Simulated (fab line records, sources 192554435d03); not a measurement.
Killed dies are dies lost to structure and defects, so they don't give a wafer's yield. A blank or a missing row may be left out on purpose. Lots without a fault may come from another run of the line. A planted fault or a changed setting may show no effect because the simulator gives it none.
fab line records | flow n5_finfet
record lots=4 wafers=10 last_day=16
route steps=1938 shown SDB@349 DUMMY_REMOVAL@377 HKMG_FIN@385 PASSIVATION@1936
lots that met no fault: from a run of the same line without faults
start_h: hours from the record's first day to the start of the lot's first wafer shown | wait_h: hours since the lot's step before | " the same as in the row above | L1.1+2: a row that stands for several wafers | - no value, or no start given | * or withheld: withheld | < > ~ a bound
route shown NAME@n: a module of which the file shows steps, and the number in the route of the first | usual: mean/standard deviation of fault-free wafers | same: alike in all rows | chamber/n: place in a boat | sites: the reading at each site | _std_site: their standard deviation | _edge_site: outer sites' mean less inner sites' | radius_mm: how far each site lies from the wafer's centre | mask NAME#n: copy n | behind: the tool/chamber that last shaped the wafer | hold: why the lot was held/for how many hours/how that ended | device: the transistor (n, p or np) that didn't switch | end of line: the same wafers' tests at the end of the route | a step without rows: its recipe alone | killed: dies lost to structure and defects at the first sort, not the wafer's yield | map: a wafer's dies, x killed, . not, _ none there
set.NAME: the setting as run; set.NAME@STEP: as run at that earlier step | model.NAME: the simulator's own value behind a step, which no gauge read
lots at some steps of the route; a table a step, a row a wafer
services: from which hour (start_h, from the record's first day; less than 0 if before it) a tool's chamber was out of use, for how many hours, and why
## steps
# step N5_SDB_COAT_04
# recipe resist=SiARC temp_c=220 time_s=60 spin_rpm=1500 resist_thk_nm=18
# step N5_SDB_COAT_05
# recipe resist=CAR-ArF spin_rpm=1500 resist_thk_nm=90
# step N5_SDB_EBR_07
# recipe solvent=PGMEA ebr_width_mm=1.5
# step N5_SDB_SOFTBAKE_06
# recipe temp_c=110 time_s=60 resist=CAR-ArF
# step N5_SDB_EXPOSE_08
# recipe mask_id=SDB na=1.35 source_shape=conventional sigma_outer=0.5 polarization=unpolarized dose_mj=49.6
# step N5_SDB_PEB_09
# recipe peb_temp_c=withheld peb_time_s=60 resist=CAR-ArF
# step N5_SDB_DEVELOP_10
# recipe develop_time_s=30 developer=TMAH resist=CAR-ArF rinse_liquid=diw dry=air_spin dev_temp_c=23
# step N5_SDB_DESCUM_16
# recipe chemistry=O2 time_s=7.9 source_power_w=50 bias_power_w=20 pressure_mtorr=20 rf_frequency_hz=2.712e+07 temp_c=40 resist=CAR-ArF o2_flow_sccm=225
# step N5_SDB_ETCH_17
# recipe chemistry=CF4 target=SiARC target_depth_a=234 mask_material=CAR-ArF time_s=39 ion_energy_ev=80 pressure_mtorr=40 source_w=545 bias_w=36 Ar_flow_sccm=100 cf4_flow_sccm=100 ends=cleared
# step N5_SDB_ETCH_18
# recipe chemistry=N2/H2 target=SOC target_depth_a=1000 overetch_a=200 mask_material=SiARC temp_c=40 time_s=150 ion_energy_ev=200 pressure_mtorr=30 source_w=840 bias_w=150 n2_flow_sccm=200 h2_flow_sccm=200
# usual chamber_pressure_mTorr=30.001/0.027 drypump_motor_current_A=5.8/0.61 oes_product_au=0.72/0.079 rf_vpp_V=522.6/2.1 showerhead_plenum_p_Torr=2.50/0.068 temp_c=40.00/0.11 throttle_valve_pct=17.8/0.36
# columns lot.wafer tool chamber start_h wait_h chamber_pressure_mTorr drypump_motor_current_A oes_product_au rf_hours_counter_h rf_vpp_V showerhead_plenum_p_Torr temp_c throttle_valve_pct model.etch.depth_nm model.SiARC_of_SDB_COAT_04.thk_nm
L586.2 rie_diel-06 2 72.85 0.0 30.005 6.2 0.59 256 523.5 2.50 40.10 18.0 100.3 13
L586.3 " 1 " " 29.983 5.9 0.63 221 521.1 2.39 39.91 17.6 100.1 12.8
L586.6 " 2 " " 29.981 6.2 0.60 - 522.5 2.50 39.89 18.0 100.4 13
L592.1 rie_diel-02 1 102.93 0.0 29.978 5.5 0.85 4 522.9 2.49 40.00 17.2 100.1 12.8
L592.2 " 2 " " 30.047 6.2 0.72 65 522.4 2.48 39.94 17.8 99.99 12.8
L592.6 " 0 " " 29.987 5.0 0.82 - 521.5 2.51 40.05 17.8 100 12.6
L600.5 rie_diel-02 1 151.53 0.1 29.948 5.6 0.90 - 523.6 2.48 39.86 17.2 91.84 14
L600.6 " 0 " " 29.960 5.1 0.79 - 522.3 2.50 39.97 17.8 100.1 12.6
L602.1 rie_diel-02 2 161.78 0.0 29.996 6.2 0.81 85 520.9 2.47 39.87 17.9 92.63 14
L602.6 " 0 " " 30.012 5.0 0.78 - 521.6 2.50 39.98 17.8 99.51 12.6
# step N5_SDB_STRIP_19
# recipe chemistry=N2/H2 temp_c=40 n2_flow_sccm=200 h2_flow_sccm=200 rf_frequency_hz=6e+07
# step N5_SDB_STRIP_21
# recipe chemistry=CF4 resist=SiARC power_w=300 bias_power_w=75 pressure_mtorr=50 cf4_flow_sccm=150 rf_frequency_hz=6e+07
# step N5_SDB_HM_OPEN_20
# recipe chemistry=CH3F/O2 target=SiNx mask_material=SOC target_depth_a=240 stop_on=poly-Si over_etch_frac=0.4 ion_energy_ev=120 pressure_mtorr=30 source_w=395 bias_w=73 Ar_flow_sccm=150 CH3F_flow_sccm=30 O2_flow_sccm=20
# step N5_SDB_STRIP_22
# recipe chemistry=N2/H2 power_w=1000 temp_c=250 h2_frac=0.65 overash_fraction=0.3 pressure_mtorr=withheld n2_flow_sccm=1750 h2_flow_sccm=3250
# step N5_SDB_PRECLEAN_23
# recipe chemistry=dHF time_s=30 temp_c=25 dilution=withheld
# step N5_SDB_DUMMY_REMOVE_24
# recipe chemistry=TMAH temp_c=70 target=poly-Si stop_on=SiO2 target_depth_nm=142 conc_wt_pct=5 time_s=57 dry=ipa_marangoni rinse_time_s=30 rinse_temp_c=23
# step N5_SDB_ETCH_25
# recipe chemistry=C4F6/O2 target=SiO2 target_depth_a=100 time_s=3.3 ion_energy_ev=250 mask_material=SiNx pressure_mtorr=30 source_w=345 bias_w=185 Ar_flow_sccm=300 C4F6_flow_sccm=10 O2_flow_sccm=10
# step N5_SDB_CUT_ETCH_26
# recipe chemistry=HBr/Cl2/O2 target=Si target_depth_a=1296 bt_time_s=20 mask_material=SiNx time_s=51.8 ion_energy_ev=* bias_w=* pressure_mtorr=10 icp_w=800 HBr_flow_sccm=150 Cl2_flow_sccm=80 O2_flow_sccm=12
# step N5_SDB_PRECLEAN_38
# recipe chemistry=dHF time_s=10 dilution=750:1 temp_c=25
# step N5_SDB_PRECLEAN_39
# recipe chemistry=O3/DIW time_s=45 temp_c=22 o3_ppm=10
# step N5_SDB_SRD_28
# recipe dry=ipa_marangoni time_s=30 temp_c=23 rinse_liquid=diw
# step N5_SDB_ALD_29
# recipe material=SiNx target_thk_a=300 temp_c=400 ald_precursor_family=SiH2I2 ald_co_reactant=N2/H2-plasma pulse_time_s=1 ald_cycles=600 purge_time_s=2 co_reactant_purge_time_s=2 pressure_torr=2
# step N5_SDB_CMP_30
# recipe stop_on=poly-Si t_overpolish_s=1.54 post_cmp_clean=alkaline_brush down_force_psi=4.1491 platen_rpm=51.796 pad_velocity_m_s=1.0306 target_thk_nm=30
# step N5_DUMMY_REMOVAL_HM_STRIP_01
# recipe chemistry=CH3F/O2 material=SiNx target_depth_a=40 stop_on=poly-Si time_s=6.8 over_etch_frac=0.3 ion_energy_ev=60 power_w=410 bias_w=29 Ar_flow_sccm=150 CH3F_flow_sccm=30 O2_flow_sccm=20
# step N5_DUMMY_REMOVAL_STRIP_10
# recipe chemistry=N2/H2 time_s=40 power_w=100 temp_c=40 pressure_mtorr=100 rf_frequency_hz=6e+07 bias_power_w=3 n2_flow_sccm=300 h2_flow_sccm=300
# step N5_DUMMY_REMOVAL_PRECLEAN_07
# recipe chemistry=dHF time_s=30 temp_c=25 dilution=withheld
# step N5_DUMMY_REMOVAL_DUMMY_REMOVE_02
# recipe chemistry=TMAH temp_c=70 target=poly-Si stop_on=SiO2 target_depth_nm=142 conc_wt_pct=5 time_s=57 dry=ipa_marangoni rinse_time_s=30 rinse_temp_c=23
# step N5_DUMMY_REMOVAL_PRECLEAN_08
# recipe chemistry=NF3:NH3 afs_cycles=2 temp_c=30 time_s=20 sublimation_temp_c=180 sublimation_time_s=60 pressure_torr=3 rf_power_w=30
# step N5_DUMMY_REMOVAL_PRECLEAN_04
# recipe chemistry=DHF time_s=37 temp_c=25 dilution=500:1
# step N5_DUMMY_REMOVAL_SRD_05
# recipe dry=ipa_marangoni do_ppb=5 time_s=30 temp_c=23 rinse_liquid=diw
# step N5_HKMG_FIN_IL_REGROW_00
# recipe material=SiO2 target_thk_a=7.5 chemistry=O3 temp_c=withheld time_s=30
# step N5_HKMG_FIN_HK_ALD_01
# recipe material=HfO2 target_thk_a=16 temp_c=withheld ald_precursor_family=HfCl4 ald_co_reactant=H2O pulse_time_s=3 purge_time_s=3 co_reactant_purge_time_s=2.5 co_reactant_pulse_time_s=0.3 ald_cycles=30
# step N5_HKMG_FIN_HK_ANNEAL_02
# recipe temp_c=700 time_s=30 ambient=N2 idle_temp_c=600 ramp_up_c_per_s=150 ramp_down_c_per_s=60 cool_to_c=600
# step N5_HKMG_FIN_ALD_74
# recipe material=La2O3 target_thk_a=5 temp_c=250 ald_precursor_family=La-Cp ald_co_reactant=O3 pulse_time_s=6 co_reactant_pulse_time_s=1 purge_time_s=3 co_reactant_purge_time_s=3
# step N5_HKMG_FIN_ALD_75
# recipe material=Al2O3 target_thk_a=10 temp_c=150 ald_precursor_family=TMA ald_co_reactant=H2O pulse_time_s=withheld co_reactant_pulse_time_s=1
# step N5_HKMG_FIN_COAT_41
# recipe resist=SOC temp_c=250 time_s=60 spin_rpm=1500 resist_thk_nm=300
# step N5_PASSIVATION_PROBE_49
# usual killed_at_M0_to_M3=36/10 killed_at_M4_up=13/5.5 killed_at_contacts=12/5.6 killed_at_front_end=42/12 killed_at_other=4/3.2 killed_dies=108/18 killed_on_rim=15/4.1 killed_open=71/13 killed_short=34/7.8
# same gross_dies=1180 killed_at_back_side=0
# columns lot.wafer tool chamber start_h wait_h killed_at_M0_to_M3 killed_at_M4_up killed_at_contacts killed_at_front_end killed_at_other killed_dies killed_on_rim killed_open killed_short
L586.2 prober-02 - 272.00 0.1 36 13 8 45 0 102 13 62 37
L586.3 prober-02 - 272.05 0.1 42 19 10 50 3 124 17 86 29
L586.6 prober-02 - 272.20 0.3 36 8 8 43 12 107 11 67 38
L602.1 prober-01 - 373.41 0.0 49 18 14 827 1 909 90 74 37
L600.5 prober-01 - 376.86 0.2 42 6 19 984 4 1055 128 81 34
# killed by level:class
L586.2 BEOL_M0_SAQP:geometric_particle:short=12 FIN_SAQP:geometric_particle:short=11 STI_FIN_REVEAL:geometric_particle:open=9 BEOL_M0_SAQP:geometric_particle:open=9 MOL_CONTACT_COAG:geometric_particle:open=7 DUMMY_GATE:geometric_particle:open=6 BEOL_M3:geometric_particle:open=6 BEOL_M4:geometric_particle:open=5
L586.3 FIN_SAQP:geometric_particle:open=16 BEOL_M0_SAQP:geometric_particle:open=16 BEOL_M3:geometric_particle:open=11 BEOL_M0_SAQP:geometric_particle:short=9 STI_FIN_REVEAL:geometric_particle:open=7 BEOL_M4:geometric_particle:open=7 MOL_CONTACT_COAG:geometric_particle:open=7 HKMG_FIN:area_etch=7
L586.6 GATE_CUT:geometric_particle:short=8 BEOL_M0_SAQP:geometric_particle:short=8 BEOL_M0_SAQP:geometric_particle:open=8 BEOL_M2:geometric_particle:open=8 FIN_SAQP:geometric_particle:short=7 BEOL_M3:geometric_particle:open=7 MOL_CONTACT_COAG:geometric_particle:open=6 STI_FIN_REVEAL:geometric_particle:open=5
L602.1 SDB:area_etch=797 BEOL_M0_SAQP:geometric_particle:open=16 BEOL_M0_SAQP:geometric_particle:short=10 MOL_CONTACT_COAG:geometric_particle:open=10 BEOL_M2:geometric_particle:open=9 STI_FIN_REVEAL:geometric_particle:open=8 BEOL_M4:geometric_particle:open=7 STARTING-WAFER:geometric_particle:short=6
L600.5 SDB:area_etch=937 MOL_CONTACT_COAG:geometric_particle:open=16 BEOL_M0_SAQP:geometric_particle:short=14 FIN_SAQP:geometric_particle:open=13 BEOL_M0_SAQP:geometric_particle:open=8 FIN_SAQP:geometric_particle:short=7 BEOL_M1:geometric_particle:open=7 STI_FIN_REVEAL:geometric_particle:open=7
# map L600.5 (x killed, . not)
_________________xx.........x________________
______________..x.x........xx..x_____________
___________x.x..........x.xxx.x.xxx__________
__________x.xxxx.x....xxx.xx.xxxxxxx_________
________xxx.....x.x.x.xxxxxxxxxxxx.xxx_______
_______xx.xx.....x.xxxxxxxxxxxxxxxxxxxx______
______xx.xxx.xx.xx.xxxxxxxxxxxxxxxxxxxxx_____
_____xx.xxxxxxxxxxxxxxxxxxxxxxxxxxxxxxxxx____
____xxxxxxxxxxxxxxxxxxxxxxxxxxxxxxxx.xxxxx___
___xxxxxxxxxxxxxxxxxxxxxxxxxxxxxxxxxx.xxxxx__
___xxxxxxx.xxxxxxxxxxxxxxxxxxxxxxxx.xxxxxxx__
__xxxxxxxxxxxxxxxxxxxxxxxxxxxxxx....xxxxxxxx_
__xx.xxxxxx.xxxxxxxxxxxxxxxxxxxx.x....xxxxxx_
_xxxxx.xxxxxxxxxxxxxxxxxxxxxx.xx...x.xx.xxxxx
_xxxxxxx.xxx.xxxxxxxxxxxxxxxxxx...x.x.x.x.xx.
_xxxx.xx.x..xxx.xxxxxxxxxxxxxxx.xxxxxx.x..xxx
_xxxxxx.x..xxxxxxxxxxxxxxxxxxxxxxxxxxxxxxx..x
_.xxxxx.xxxxxxxxxxxxxxxxxxxxxxxxxxxxxxxxxx.xx
_xxxxx.xxxxxxxxxxxxxxxxxxxxxxxxxxxxxxxxxxxxx.
_xxxxxxxxxxxxxxxxxxxxxxxxxxxxxxxxxxxxxxxxxxxx
_xxxxxxxxxxxxxxxxxxx.xxxxxxxxxxxxxxxxxxx.xxxx
__xxxxxxxxxxxxxxxxxxxxxxxxxxxxxxxxxxxxxxxxx._
__xxxxxxxxxxxxxxx.xxxxxxxxxxxxxxxxxxxxxxxxxx_
___xxxxxxxxxxxxxxxxxxxxxxxxxxxxxxxxxxxxxxxx__
___xxxxxxxxxxxxxxxxxxxxxxxxxxxxxxxxxxxxxxxx__
____xxxxxxxxxxxxxxxxxxxxxxxxxxxxxxxxxxxxxx___
_____xxxxxxxxxxxxxxxxxxxxxxxxxxxxxxxxxxxx____
______xxxxxxxxxxxxxxxxxxxxxxxx.xxxxxxxxx_____
_______xxxxxxxxxxxxxxxxxxxxxx.xxxxxxxxx______
________xxxxxxxxxxxxxxxxxxxxxxxxxxxxxx_______
__________xxxxxxxxxxxxxxxxxxxxxxxxxx_________
___________xxxxxx.xxxxxxxxxxxxxxxxx__________
______________x.xxxxxxxxxxxxxxxx_____________
_________________.xxxxxxxxxxx________________
# map L602.1 (x killed, . not)
_________________...x..xxxx..________________
______________x..x.xxxxxxxxxxx.._____________
___________xxx..x...x.xxxxxxxxxx.xx__________
__________.x.xxxxxxxx.xxx.xxxxxxxxx._________
________.xxxxxxxxxx.xxx.xxxxxxxxxxxx.x_______
_______xx.xx.xxxxxxx.xxxxxxxxxxxxxxxxxx______
______.xx.xx.xxxxxx.xxxxxxxxxxxx.xxxxxx._____
_____xx..xxx.x.xxxxxxxxxxxxxxxxxxxxxxxxxx____
____x.x.x.xxxxxxxxxx.xxxxxxxxxxxxxxxxxxxxx___
___.x...xx.xxxxxxxxxxxx.xxxxxxxxxxxxxxxxxxx__
___x.x..xxx.x..xxxxxxxxxxxxxxxxxxxxxxxxxxxx__
__xxx.xxxxx.xxxx.xxxxxxxxxxxxxxxxxxxxxx.xxxx_
__xx.x.xx.xxxxxxxxxxxxx.xxxxxxxxxxxxxxxxxxxx_
_xxxx.xxx.x.xxxxx.xxxxxxxxxxxxxxxxxxxxxxxxxx.
_...x.x.xxxxxx.xxxxx.xx.xxxxxxxxxxxxxxxx.xxx.
_xx...xxx.x.x.x.xx.xxxxxxx.xxxxxxxxxxxxxxxxxx
_xxxx.xxxxxxxxxxxxx.xxxxxxxxxxxxxxxxxxxxxxxxx
_xx...x.xxxxxxxxxxxxxx.x.xxxxxxxxxxxxxxxxxx.x
_x..x..x.xxxxxxx.xxxxxxxxxxxxxxxxxxxxxxxxxx.x
_.x..xxxx.xxxxxxxxxxxxxxxxxxxxxxxxxxxxxx.xx..
_.xx.xx.xxxxxxxxxxxxxxxxxxxxxxxxxxxxxxxxx....
__xxxxxxxxxxxxxxxxxxxxxxxxxxx.xxxxxxxxxxx..x_
__xx...xxxxxxxxxxxxx.xxxxx.xxxxxxxxxxx.xx.x._
___xx.x.x..xxxxxxxx....x.xxx.xxxxxxxxxxx...__
___.xxxxxxxxxxxxxxxx.x..xxxxxxxxxxxx..x..xx__
____.xxxxxxxx.xxxx..x...xx.xxxxxx.xx......___
_____xxxxxxx.xxxxxxx.....xx.x.x..x.xxxx.x____
______xxxxxxxxxx.......x.xxx.....x.....x_____
_______.x.xxxxxx.x......xxx..x...xxxx.x______
________.xxxx.xx..x.x..x.xxxxxxx.x..xx_______
__________.x.xxx...x..x.....x..x...x_________
___________xx..x.xx.xxx.x.xxx.....x__________
______________..........xxx...xx_____________
_________________.x...x..x..x________________
## services
# columns tool chamber start_h hours kind
rie_diel-06 3 55.70 20.6 repair
rie_diel-02 1 74.76 - clean
rie_diel-02 1 74.76 - consumable_replace:focus_ring
rie_diel-02 1 74.76 16.1 scheduled_down
rie_diel-02 1 74.76 16.1 vent_cycle
rie_diel-06 2 89.66 4.8 repair
rie_diel-02 0 126.72 16.1 repair
rie_diel-06 1 151.02 - clean
rie_diel-06 1 151.02 - consumable_replace:focus_ring
rie_diel-06 1 151.02 - consumable_replace:showerhead
rie_diel-06 1 151.02 25.5 scheduled_down
rie_diel-06 1 151.02 25.5 vent_cycle
## key
first_sign step=N5_PASSIVATION_PROBE_49 reading=killed_at_front_end direction=up sigmas=71 usual=42 struck=906
effect step=N5_PASSIVATION_PROBE_49 reading=killed_dies direction=up sigmas=49 usual=108 struck=982
model_effect step=N5_SDB_ETCH_18 value=etch.depth_nm without=100.1 struck=92.23
more_kills_born_at N5_SDB_ETCH_18@rie_diel-02=1734
met_at N5_SDB_ETCH_18
struck_wafers L600.5,L602.1
later_rows_left_out L600.5,L602.1
tester_left_out L600,L602
onset_between 102.93 151.53
fault kind=process_parameter_drift tool=rie_diel-02 chamber=- onset_h=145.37 steps=N5_SDB_ETCH_18 channel=time_s offset=* shape=step end_h=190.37 scope=struck_wafers_only acts_in=* stated=*
# tester_left_out: of these lots the tester's yield and bins aren't shown, on N5 and GAA mostly nor the transistor test; their killed dies are dies lost to structure and defects alone, not to doping, threshold or leakage, so they don't give the yield
# later_rows_left_out: the simulator's readings of these wafers behind a module that went badly wrong aren't trusted and aren't shown, but for the sort
